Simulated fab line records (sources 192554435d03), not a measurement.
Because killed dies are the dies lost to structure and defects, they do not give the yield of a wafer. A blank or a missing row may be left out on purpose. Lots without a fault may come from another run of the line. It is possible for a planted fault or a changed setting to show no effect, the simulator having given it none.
fab line records	flow n5Finfet
record lots=7	wafers=21
route steps=1938 shown GATE_CUT@477 MOL_CONTACT_COAG@586 BEOL_M0_SAQP@636 BEOL_M0@715 BEOL_M1@754
startH: start of the lot's first displayed wafer, in hours after the record's first day	waitH: hours since the lot's step before	" unchanged from the row above	L1.1+2: a row that stands for several wafers	- no value, or no start was given	* or withheld: withheld	< > ~ a bound
route shown NAME@n: names a module that has steps shown in the file, with the first one's number in the route	usual: mean and standard deviation over wafers with no fault	same: alike in all rows	chamber/n: place in a boat	sites: per-site readings	_std_site: standard deviation across them	_edge_site: outer sites' mean less inner sites'	radiusMm: for every site, how far away it sits from the centre of the wafer	mask NAME#n: copy n	behind: the last tool/chamber to shape the wafer	hold: cause of the lot's hold/its duration in hours/its outcome	device: the transistor (n, p or np) that didn't switch	end of line: the tests these same wafers got at the end of their route	a step without rows: its recipe alone	killed: the dies lost at the first sort to structure and to defects; this is not the yield of the wafer	map: a wafer's dies, marking killed ones x, the rest . and places with no die _
set.NAME: the setting the step ran with; set.NAME@STEP: the setting that earlier step ran with	model.NAME: the simulator's own value behind a step, which no gauge read
lots where settings were altered on purpose, with a table for each step and a row for each wafer
## steps
# step N5_GATE_CUT_HM_DEP_46
# recipe material=SiO2	targetThkA=1300	tempC=400	precursor=TEOS/O2	pressureTorr=6.5	rfW=900	teosFlowSccm=161.4	gas=O2	flowSccm=2650	timeS=26.6
lot.wafer	tool	chamber	startH	waitH	set.timeS	model.SiO2_of_GATE_CUT_HM_DEP_46.thkNm
L077.2	pecvd-01	2	101.73	0.0	26.6	131.6
L077.4	"	0	"	"	26.6	129.2
L077.6	"	2	"	"	26.6	132
L081.1	pecvd-04	0	126.01	0.0	26.6	129.2
L081.2	"	1	"	"	26.6	127.6
L081.3	"	2	"	"	26.6	127
L087.1	pecvd-04	2	165.96	0.0	30.23	148.4
L087.3	"	1	"	"	26.6	129.4
L087.6	"	1	"	"	30.23	148.6
L088.3	pecvd-04	2	169.83	0.0	26.6	130.6
L088.4	"	2	"	"	26.6	133.4
L088.5	"	0	"	"	30.43	149.6
L089.2	pecvd-03	0	177.63	0.0	26.6	128.2
L089.3	"	1	"	"	26.6	128.8
L089.4	"	2	"	"	26.6	134.2
L094.2	pecvd-01	0	202.51	0.0	26.6	127.2
L094.5	"	1	"	"	26.6	128.4
L094.6	"	0	"	"	26.6	130
L097.1	pecvd-03	2	225.50	0.0	26.6	130.2
L097.2	"	0	"	"	26.6	128.4
L097.3	"	1	"	"	24.33	117.6
# step N5_GATE_CUT_COAT_35
# recipe resist=SiARC	tempC=220	timeS=60	spinRpm=1500	resistThkNm=10
lot.wafer	tool	chamber	startH	waitH	set.spinRpm	model.SiARC_of_GATE_CUT_COAT_35.thkNm
L077.2+4+6	lithoTrack-03	0	-	-	1500	10
L081.1+2	lithoTrack-03	0	-	-	1500	10
L081.3	"	0	"	"	1619	9.6
L087.1+3	lithoTrack-01	0	-	-	1435	10.2
L087.6	"	0	"	"	1500	10
L088.3+5	lithoTrack-05	0	-	-	1500	10
L088.4	"	0	"	"	1601	9.6
L089.2+3	lithoTrack-05	0	-	-	1500	10
L089.4	"	0	"	"	1621	9.6
L094.2	lithoTrack-03	0	-	-	1500	10
L094.5+6	"	0	"	"	1451	10.2
L097.1+2+3	lithoTrack-03	0	-	-	1500	10
# step N5_GATE_CUT_COAT_27
# recipe resist=underlayer	tempC=205	timeS=60	spinRpm=1500	resistThkNm=10
# step N5_GATE_CUT_COAT_07
# recipe resist=CAR-EUV	spinRpm=1500	resistThkNm=30
# step N5_GATE_CUT_DESCUM_18
# recipe chemistry=O2	timeS=7	sourcePowerW=50	biasPowerW=20	pressureMtorr=20	rfFrequencyHz=2.712e+07	tempC=40	resist=CAR-EUV	o2FlowSccm=225
# step N5_GATE_CUT_ETCH_28
# recipe chemistry=N2/H2	target=underlayer	targetDepthA=130	maskMaterial=CAR-EUV	timeS=10.4	ionEnergyEv=200	pressureMtorr=30	sourceW=840	biasW=150	n2FlowSccm=200	h2FlowSccm=200	ends=cleared
# step N5_GATE_CUT_ETCH_36
# recipe chemistry=CF4	target=SiARC	targetDepthA=130	maskMaterial=CAR-EUV	timeS=21.7	ionEnergyEv=80	pressureMtorr=40	sourceW=545	biasW=36	Ar_flow_sccm=100	cf4FlowSccm=100	ends=cleared
lot.wafer	tool	chamber	startH	waitH	set.spinRpm@GATE_CUT_COAT_35	model.etch.depthNm
L077.2	rieDiel-03	3	102.24	0.0	1500	10.01
L077.4	"	1	"	"	1500	9.983
L077.6	"	0	"	"	1500	10.04
L081.1	rieDiel-04	2	126.52	0.0	1500	10
L081.2	"	0	"	"	1500	9.999
L081.3	"	3	"	"	1619	9.627
L087.1+3	rieDiel-03	2,1	166.62	0.0	1435	10.19
L087.6	"	1	"	"	1500	9.955
L088.3	rieDiel-05	0	170.35	0.0	1500	9.964
L088.4	"	1	"	"	1601	9.673
L088.5	"	3	"	"	1500	9.989
L089.2	rieDiel-05	3	178.14	0.0	1500	9.988
L089.3	"	0	"	"	1500	10.01
L089.4	"	1	"	"	1621	9.618
L094.2	rieDiel-03	1	203.91	0.0	1500	9.999
L094.5	"	2	"	"	1451	10.19
L094.6	"	1	"	"	1451	10.18
L097.1+3	rieDiel-03	0,3	227.10	0.0	1500	10
L097.2	"	1	"	"	1500	9.976
# step N5_GATE_CUT_ETCH_37
# recipe chemistry=N2/H2	target=SOC	targetDepthA=600	overetchA=120	maskMaterial=SiARC	tempC=40	timeS=90	ionEnergyEv=200	pressureMtorr=30	sourceW=840	biasW=150	n2FlowSccm=200	h2FlowSccm=200
# step N5_GATE_CUT_STRIP_38
# recipe chemistry=N2/H2	tempC=40	n2FlowSccm=200	h2FlowSccm=200	rfFrequencyHz=6e+07
# step N5_GATE_CUT_STRIP_39
# recipe chemistry=N2/H2	tempC=40	n2FlowSccm=200	h2FlowSccm=200	rfFrequencyHz=6e+07
# step N5_GATE_CUT_HM_OPEN_40
# recipe chemistry=C4F6/O2	target=SiO2	maskMaterial=SiARC	targetDepthA=1390	timeS=85.1	ionEnergyEv=250	pressureMtorr=30	sourceW=345	biasW=185	Ar_flow_sccm=300	C4F6_flow_sccm=10	O2_flow_sccm=10	ends=cleared
# usual etchRfOnTimeS=93.6/1.6
lot.wafer	tool	chamber	startH	waitH	set.timeS@GATE_CUT_HM_DEP_46	etchRfOnTimeS	model.etch.depthNm	model.SOC_of_GATE_CUT_COAT_34.thkNm
L077.2	rieDiel-03	3	102.35	0.0	26.6	96.2	131.5	32
L077.4	"	1	"	"	26.6	95.0	129.2	32.4
L077.6	"	0	"	"	26.6	96.0	131.9	32
L081.1	rieDiel-04	2	126.63	0.0	26.6	93.7	129.2	33.2
L081.2	"	0	"	"	26.6	92.5	127.6	32.6
L081.3	"	3	"	"	26.6	93.0	126.9	33.8
L087.1	rieDiel-03	2	166.73	0.0	30.23	107.5	148.5	28.6
L087.3	"	1	"	"	26.6	94.7	129.5	32.4
L087.6	"	1	"	"	30.23	108.3	148.6	28.2
L088.3	rieDiel-05	0	170.46	0.0	26.6	94.3	130.7	32.2
L088.4	"	1	"	"	26.6	93.7	133.5	31.6
L088.5	"	3	"	"	30.43	107.3	149.6	28.8
L089.2	rieDiel-05	3	178.25	0.0	26.6	93.3	128.1	33.2
L089.3	"	0	"	"	26.6	93.2	128.7	32.6
L089.4	"	1	"	"	26.6	94.7	134.2	31.4
L094.2	rieDiel-03	1	204.02	0.0	26.6	92.9	127.1	32.8
L094.5	"	2	"	"	26.6	91.8	128.3	32.8
L094.6	"	1	"	"	26.6	94.9	129.9	32.2
L097.1	rieDiel-03	0	227.21	0.0	26.6	93.6	130.3	32.8
L097.2	"	1	"	"	26.6	92.7	128.4	32.6
L097.3	"	3	"	"	24.33	83.7	117.6	35.4
# step N5_GATE_CUT_STRIP_41
# recipe chemistry=CF4	resist=SiARC	powerW=300	biasPowerW=75	pressureMtorr=50	cf4FlowSccm=150	rfFrequencyHz=6e+07
# step N5_GATE_CUT_STRIP_42
# recipe chemistry=O2	powerW=400	tempC=40	pressureMtorr=30	rfFrequencyHz=6e+07	biasPowerW=0	overashFraction=0.3	o2FlowSccm=225
# step N5_GATE_CUT_ALD_22
# recipe material=SiNx	targetThkA=160	tempC=400	aldPrecursorFamily=SiH2I2	aldCoReactant=N2/H2-plasma	pulseTimeS=1	aldCycles=320	purgeTimeS=2	coReactantPurgeTimeS=2	pressureTorr=2
# step N5_GATE_CUT_CMP_23
# recipe stopOn=SiO2	tOverpolishS=23.4	postCmpClean=alkalineBrush	downForcePsi=2.5	platenRpm=51.8	padVelocityMS=1.0307	targetThkNm=16
# step N5_GATE_CUT_THK_MEAS_24
# recipe reads=SiO2_of_GATE_CUT_HM_DEP_46+SiO2_flowable_of_ILD0_FCVD_FILL_01
# usual GC_FILL_THK=219.8/2.1
lot.wafer	tool	chamber	startH	waitH	set.timeS@GATE_CUT_HM_DEP_46	GC_FILL_THK[nm]
L077.2	filmMetro-01	-	105.49	-	26.6	222.4
L077.4	"	-	"	"	26.6	219.5
L077.6	"	-	"	"	26.6	223.4
L081.1	filmMetro-01	-	129.10	-	26.6	218.6
L081.2	"	-	"	"	26.6	215.8
L081.3	"	-	"	"	26.6	217.6
L087.1	filmMetro-02	-	169.18	-	30.23	240.9
L087.3	"	-	"	"	26.6	219.6
L087.6	"	-	"	"	30.23	240.9
L088.3	filmMetro-02	-	172.92	-	26.6	222.1
L088.4	"	-	"	"	26.6	222.9
L088.5	"	-	"	"	30.43	238.9
L089.2	filmMetro-02	-	180.71	-	26.6	217.1
L089.3	"	-	"	"	26.6	219.0
L089.4	"	-	"	"	26.6	224.2
L094.2	filmMetro-02	-	206.49	-	26.6	219.8
L094.5	"	-	"	"	26.6	220.6
L094.6	"	-	"	"	26.6	221.3
L097.1	filmMetro-02	-	229.72	-	26.6	221.0
L097.2	"	-	"	"	26.6	218.0
L097.3	"	-	"	"	24.33	208.0
# step N5_GATE_CUT_CMP_43
# recipe material=SiO2	postCmpClean=rinseOnly
lot.wafer	tool	chamber	startH	waitH	set.timeS@GATE_CUT_HM_DEP_46	model.SiO2_of_GATE_CUT_HM_DEP_46.thkNm
L077.4+2	cmp-02	3,0	105.52	0.0	26.6	5
L077.6	"	3	"	"	26.6	5.2
L081.2+3	cmp-04	2,0	129.13	0.0	26.6	4.8
L081.1	"	1	"	"	26.6	5
L087.1+6	cmp-02	1	169.21	0.0	30.23	5.8
L087.3	"	0	"	"	26.6	5
L088.3	cmp-04	3	172.95	0.0	26.6	5
L088.4	"	2	"	"	26.6	5.2
L088.5	"	0	"	"	30.43	6
L089.2+3	cmp-02	3,0	180.74	0.0	26.6	5
L089.4	"	2	"	"	26.6	5.2
L094.2	cmp-04	0	206.76	0.3	26.6	4.8
L094.6+5	"	1,2	"	"	26.6	5
L097.3	cmp-03	1	229.75	0.0	24.33	4.4
L097.2+1	"	3,0	"	"	26.6	5
# step N5_MOL_CONTACT_COAG_VIA_ETCH_46
# recipe chemistry=C4F6/O2	targetDepthA=460	overetchA=92	maskMaterial=SOC	target=SiO2	biasW=455	pressureMtorr=10	timeS=40	sourceW=325	Ar_flow_sccm=300	C4F6_flow_sccm=10	O2_flow_sccm=10	ionEnergyEv=575.3	ends=endPoint
# usual rfVppV=1586/30
lot.wafer	tool	chamber	startH	waitH	set.biasW	rfVppV
L077.2	rieDiel-01	0	116.36	0.0	455	1602
L077.4	"	3	"	"	455	1603
L077.6	"	2	"	"	455	1564
L081.1	rieDiel-02	3	140.61	0.0	455	1634
L081.2	"	0	"	"	455	1558
L081.3	"	2	"	"	524.3	1805
L087.1	rieDiel-06	0	178.62	0.0	455	1559
L087.3	"	2	"	"	455	1595
L087.6	"	2	"	"	455	1596
L088.3	rieDiel-06	2	184.84	0.0	455	1596
L088.4	"	2	"	"	455	1594
L088.5	"	0	"	"	383.1	1369
L089.2	rieDiel-06	0	194.66	0.0	378.3	1356
L089.3	"	2	"	"	378.3	1388
L089.4	"	0	"	"	455	1557
L094.2	rieDiel-01	3	217.02	0.0	455	1602
L094.5	"	0	"	"	455	1599
L094.6	"	3	"	"	455	1603
L097.1	rieDiel-01	0	243.25	0.0	455	1599
L097.2	"	2	"	"	455	1563
L097.3	"	1	"	"	455	1616
# step N5_BEOL_M0_SAQP_PECVD_96
# recipe material=a-Si	targetThkA=450	tempC=350	precursor=SiH4/He	pressureTorr=3	rfW=100	timeS=45.2
lot.wafer	tool	chamber	startH	waitH	set.timeS	model.a-Si_of_BEOL_M0_SAQP_PECVD_96.thkNm
L077.2	pecvd-01	2	124.34	0.0	45.2	44.4
L077.4	"	2	"	"	45.2	45
L077.6	"	1	"	"	45.2	44.8
L081.1	pecvd-04	0	147.06	0.0	45.2	44.4
L081.2	"	2	"	"	45.2	44.2
L081.3	"	1	"	"	45.2	44
L087.1	pecvd-02	2	190.89	0.0	45.2	44.8
L087.3	"	0	"	"	45.2	44.6
L087.6	"	0	"	"	45.2	45.6
L088.3	pecvd-02	1	197.66	0.0	45.2	45
L088.4	"	0	"	"	48.18	48.6
L088.5	"	1	"	"	48.18	49
L089.2	pecvd-01	1	200.96	0.0	45.2	44
L089.3	"	0	"	"	45.2	44.6
L089.4	"	0	"	"	45.2	45.2
L094.2+5	pecvd-01	0	226.42	0.0	45.2	45.6
L094.6	"	1	"	"	50.57	51
L097.1	pecvd-01	0	251.10	0.0	45.2	45.2
L097.2	"	2	"	"	45.2	44.6
L097.3	"	1	"	"	45.2	44.4
# step N5_BEOL_M0_SAQP_PEB_12
# recipe pebTempC=withheld	pebTimeS=60	resist=CAR-ArF
lot.wafer	tool	chamber	startH	waitH	set.pebTimeS
L077.2+4+6	lithoTrack-03	0	124.94	0.0	60
L081.1+3	lithoTrack-04	0	147.55	0.1	60
L081.2	"	0	"	"	47.6
L087.1+3	lithoTrack-03	0	191.48	0.1	53.97
L087.6	"	0	"	"	60
L088.3+4	lithoTrack-01	0	198.15	0.0	60
L088.5	"	0	"	"	71.59
L089.2+4	lithoTrack-04	0	202.01	0.0	64.69
L089.3	"	0	"	"	60
L094.2+5+6	lithoTrack-03	0	227.09	0.0	60
L097.1	lithoTrack-03	0	251.57	0.1	73.45
L097.2+3	"	0	"	"	60
# step N5_BEOL_M0_SAQP_DEVELOP_13
# recipe developTimeS=30	developer=TMAH	resist=CAR-ArF	devTempC=23	rinseLiquid=diw	dry=airSpin
# step N5_BEOL_M0_SAQP_CD_MEAS_14
# recipe targetCdNm=42.5	landingEnergyEv=500	detector=seInlens
# usual cdNm=42.4/0.37
lot.wafer	tool	chamber	startH	waitH	set.pebTimeS@BEOL_M0_SAQP_PEB_12	cdNm
L077.2	cdSem-03	0	125.00	-	60	42.5
L077.4	"	0	"	"	60	42.3
L077.6	"	0	"	"	60	42.4
L081.1	cdSem-01	0	147.62	-	60	42.2
L081.2	"	0	"	"	47.6	45.6
L081.3	"	0	"	"	60	41.8
L087.1	cdSem-03	0	191.55	-	53.97	44.1
L087.3	"	0	"	"	53.97	43.9
L087.6	"	0	"	"	60	42.3
L088.3	cdSem-02	0	198.22	-	60	42.3
L088.4	"	0	"	"	60	42.5
L088.5	"	0	"	"	71.59	39.4
L089.2	cdSem-02	0	202.08	-	64.69	41.4
L089.3	"	0	"	"	60	42.3
L089.4	"	0	"	"	64.69	41.2
L094.2	cdSem-01	0	227.16	-	60	41.8
L094.5	"	0	"	"	60	42.3
L094.6	"	0	"	"	60	42.8
L097.1	cdSem-01	0	251.64	-	73.45	39.2
L097.2	"	0	"	"	60	42.6
L097.3	"	0	"	"	60	42.5
# step N5_BEOL_M0_SAQP_ETCH_101
# recipe chemistry=CH3F/O2	target=SiNx	maskMaterial=SiO2	targetDepthA=299	timeS=42.7	pressureMtorr=30	sourceW=395	biasW=73	Ar_flow_sccm=150	CH3F_flow_sccm=30	O2_flow_sccm=20	ionEnergyEv=120
# step N5_BEOL_M0_SAQP_ETCH_102
# recipe chemistry=CF4	target=SiO2	targetDepthA=40	ionEnergyEv=350	timeS=4.4	pressureMtorr=10	icpW=800	biasW=400	cf4FlowSccm=80
# step N5_BEOL_M0_SAQP_MANDREL_ETCH_103
# recipe chemistry=HBr/Cl2	target=a-Si	targetDepthA=450	btTimeS=10	stopOn=SiCN	maskMaterial=SiO2	overEtchFrac=0.8	timeS=27	pressureMtorr=10	icpW=800	biasW=75	HBr_flow_sccm=150	Cl2_flow_sccm=80	ends=endPoint
lot.wafer	tool	chamber	startH	waitH	set.timeS@BEOL_M0_SAQP_PECVD_96	model.etch.depthNm
L077.2	rieSi-02	0	126.84	0.0	45.2	44.31
L077.4	"	3	"	"	45.2	44.93
L077.6	"	3	"	"	45.2	44.83
L081.1	rieSi-06	3	150.35	0.0	45.2	44.37
L081.2	"	1	"	"	45.2	44.15
L081.3	"	0	"	"	45.2	43.94
L087.1	rieSi-02	0	194.09	0.0	45.2	44.88
L087.3	"	3	"	"	45.2	44.57
L087.6	"	1	"	"	45.2	45.62
L088.3	rieSi-02	0	200.65	0.0	45.2	44.95
L088.4	"	1	"	"	48.18	48.56
L088.5	"	2	"	"	48.18	48.96
L089.2	rieSi-03	2	204.26	0.0	45.2	43.99
L089.3	"	3	"	"	45.2	44.62
L089.4	"	3	"	"	45.2	45.13
L094.2	rieSi-03	1	230.37	0.0	45.2	45.51
L094.5	"	1	"	"	45.2	45.7
L094.6	"	2	"	"	50.57	50.94
L097.1	rieSi-06	3	253.55	0.0	45.2	45.21
L097.2	"	1	"	"	45.2	44.63
L097.3	"	2	"	"	45.2	44.42
# step N5_BEOL_M0_ETCH_138
# recipe chemistry=CH3F/O2	targetDepthA=120	target=SiCN	timeS=31.6	ionEnergyEv=120	pressureMtorr=30	sourceW=395	biasW=75	Ar_flow_sccm=150	CH3F_flow_sccm=30	O2_flow_sccm=20	ends=cleared
# usual rfVppV=297.0/1.6
lot.wafer	tool	chamber	startH	waitH	set.sourceW	rfVppV
L077.2	rieDiel-02	1	130.94	0.0	395	297.2
L077.4	"	3	"	"	395	299.0
L077.6	"	3	"	"	395	299.7
L081.1	rieDiel-02	3	155.11	0.0	444.3	287.5
L081.2	"	2	"	"	395	294.3
L081.3	"	1	"	"	395	297.6
L087.1	rieDiel-06	3	197.81	0.0	395	294.7
L087.3	"	0	"	"	395	298.1
L087.6	"	0	"	"	395	297.5
L088.3	rieDiel-02	2	206.54	0.0	441.1	285.2
L088.4	"	3	"	"	395	299.0
L088.5	"	0	"	"	441.1	284.8
L089.2	rieDiel-02	0	208.96	0.0	429.4	286.4
L089.3	"	3	"	"	429.4	290.4
L089.4	"	2	"	"	395	297.9
L094.2	rieDiel-06	0	234.17	0.0	335.9	314.8
L094.5	"	0	"	"	335.9	315.7
L094.6	"	3	"	"	395	296.5
L097.1	rieDiel-01	3	257.09	0.0	395	296.3
L097.2	"	1	"	"	429.7	289.7
L097.3	"	2	"	"	429.7	288.1
# step N5_BEOL_M0_TRENCH_ETCH_107
# recipe chemistry=C4F6/O2	targetDepthA=328	target=SiOC	timeS=16.4	ionEnergyEv=250	pressureMtorr=30	sourceW=355	biasW=185	Ar_flow_sccm=300	C4F6_flow_sccm=10	O2_flow_sccm=10
lot.wafer	tool	chamber	startH	waitH	set.targetDepthA	model.BEOL_M0.featureDepthNm
L077.2	rieDiel-02	1	131.73	0.0	328	33
L077.4+6	"	3,1	"	"	328	32.8
L081.1	rieDiel-02	0	158.81	0.0	328	32.4
L081.2	"	3	"	"	328	33
L081.3	"	1	"	"	359.6	35.8
L087.1+6	rieDiel-01	0	201.07	0.0	328	32.6
L087.3	"	3	"	"	304.3	31.4
L088.3	rieDiel-06	0	208.43	0.0	357.6	34.8
L088.4	"	3	"	"	328	32.8
L088.5	"	2	"	"	357.6	35.6
L089.2	rieDiel-06	2	210.30	0.0	328	32.2
L089.3	"	0	"	"	293.5	28
L089.4	"	3	"	"	293.5	28.8
L094.2+6	rieDiel-02	1,0	239.86	0.0	351.8	35
L094.5	"	3	"	"	328	32.8
L097.1	rieDiel-01	3	257.72	0.0	316.4	32.6
L097.2	"	0	"	"	328	33
L097.3	"	2	"	"	328	32.8
# step N5_BEOL_M0_STRIP_142
# recipe chemistry=N2/H2	timeS=10	powerW=450	tempC=40	pressureMtorr=20	rfFrequencyHz=6e+07	biasPowerW=7	n2FlowSccm=200	h2FlowSccm=200
# step N5_BEOL_M0_OCD_MEAS_108
# usual trenchDepthNm=32.7/0.66
lot.wafer	tool	chamber	startH	waitH	set.targetDepthA@BEOL_M0_TRENCH_ETCH_107	trenchDepthNm
L077.2	ocd-01	-	131.83	0.1	328	33.3
L077.4	"	-	"	"	328	33.0
L077.6	"	-	"	"	328	32.9
L081.1	ocd-02	-	158.92	0.1	328	33.0
L081.2	"	-	"	"	328	33.3
L081.3	"	-	"	"	359.6	35.5
L087.1	ocd-01	-	201.18	0.1	328	32.9
L087.3	"	-	"	"	304.3	31.4
L087.6	"	-	"	"	328	32.9
L088.3	ocd-01	-	208.53	0.1	357.6	34.9
L088.4	"	-	"	"	328	33.0
L088.5	"	-	"	"	357.6	35.6
L089.2	ocd-01	-	210.40	0.1	328	32.0
L089.3	"	-	"	"	293.5	28.2
L089.4	"	-	"	"	293.5	28.7
L094.2	ocd-02	-	239.96	0.1	351.8	35.5
L094.5	"	-	"	"	328	32.7
L094.6	"	-	"	"	351.8	34.6
L097.1	ocd-02	-	257.83	0.1	316.4	32.9
L097.2	"	-	"	"	328	33.2
L097.3	"	-	"	"	328	32.9
# step N5_BEOL_M1_HM_DEP_02
# recipe material=TiN	targetThkA=200	tempC=25	chamberPressurePa=0.49996
lot.wafer	tool	chamber	startH	waitH	set.targetThkA	model.TiN_of_BEOL_M1_HM_DEP_02.thkNm
L077.2+4	pvdSputter-02	-	139.13	2.6	200	20
L077.6	"	-	"	"	200	20.2
L081.1+2+3	pvdSputter-01	-	164.59	0.8	200	20
L087.1	pvdSputter-03	-	205.44	1.6	200	20
L087.3	"	-	"	"	200	19.6
L087.6	"	-	"	"	200	19.8
L088.3	pvdSputter-03	-	212.50	0.4	200	20
L088.4	"	-	"	"	209.2	21
L088.5	"	-	"	"	200	19.8
L089.2	pvdSputter-02	-	215.34	1.6	200	20.2
L089.3	"	-	"	"	200	19.8
L089.4	"	-	"	"	200	19.6
L094.2	pvdSputter-01	-	245.17	0.6	218.9	21.6
L094.5	"	-	"	"	200	20.2
L094.6	"	-	"	"	200	20
L097.1+2	pvdSputter-01	-	264.04	2.4	200	19.8
L097.3	"	-	"	"	210.2	21.4
## key
split step=N5_GATE_CUT_HM_DEP_46	setting=timeS	stated=26.6	by=wafer
response step=N5_GATE_CUT_HM_DEP_46	reading=model.SiO2_of_GATE_CUT_HM_DEP_46.thkNm	change=+1.32	per=1%	r=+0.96
response step=N5_GATE_CUT_HM_OPEN_40	reading=etchRfOnTimeS	change=*	per=1%	r=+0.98
response step=N5_GATE_CUT_HM_OPEN_40	reading=model.etch.depthNm	change=+1.31	per=1%	r=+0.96
response step=N5_GATE_CUT_HM_OPEN_40	reading=model.SOC_of_GATE_CUT_COAT_34.thkNm	change=-0.262	per=1%	r=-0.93
response step=N5_GATE_CUT_THK_MEAS_24	reading=GC_FILL_THK	change=+1.34	per=1%	r=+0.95
response step=N5_GATE_CUT_CMP_43	reading=model.SiO2_of_GATE_CUT_HM_DEP_46.thkNm	change=+0.0622	per=1%	r=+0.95
split step=N5_GATE_CUT_COAT_35	setting=spinRpm	stated=1500	by=wafer
response step=N5_GATE_CUT_COAT_35	reading=model.SiARC_of_GATE_CUT_COAT_35.thkNm	change=-0.0523	per=1%	r=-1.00
response step=N5_GATE_CUT_ETCH_36	reading=model.etch.depthNm	change=-0.0477	per=1%	r=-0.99
split step=N5_MOL_CONTACT_COAG_VIA_ETCH_46	setting=biasW	stated=455	by=wafer
response step=N5_MOL_CONTACT_COAG_VIA_ETCH_46	reading=rfVppV	change=+12.9	per=1%	r=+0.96
split step=N5_BEOL_M0_SAQP_PECVD_96	setting=timeS	stated=45.2	by=wafer
response step=N5_BEOL_M0_SAQP_PECVD_96	reading=model.a-Si_of_BEOL_M0_SAQP_PECVD_96.thkNm	change=+0.483	per=1%	r=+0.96
response step=N5_BEOL_M0_SAQP_MANDREL_ETCH_103	reading=model.etch.depthNm	change=+0.48	per=1%	r=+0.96
split step=N5_BEOL_M0_SAQP_PEB_12	setting=pebTimeS	stated=60	by=wafer
response step=N5_BEOL_M0_SAQP_CD_MEAS_14	reading=cdNm	change=-0.159	per=1%	r=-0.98
split step=N5_BEOL_M0_ETCH_138	setting=sourceW	stated=395	by=wafer
response step=N5_BEOL_M0_ETCH_138	reading=rfVppV	change=-1.04	per=1%	r=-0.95
split step=N5_BEOL_M0_TRENCH_ETCH_107	setting=targetDepthA	stated=328	by=wafer
response step=N5_BEOL_M0_TRENCH_ETCH_107	reading=model.BEOL_M0.featureDepthNm	change=+0.291	per=1%	r=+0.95
response step=N5_BEOL_M0_OCD_MEAS_108	reading=trenchDepthNm	change=+0.272	per=1%	r=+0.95
split step=N5_BEOL_M1_HM_DEP_02	setting=targetThkA	stated=200	by=wafer
response step=N5_BEOL_M1_HM_DEP_02	reading=model.TiN_of_BEOL_M1_HM_DEP_02.thkNm	change=+0.201	per=1%	r=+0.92
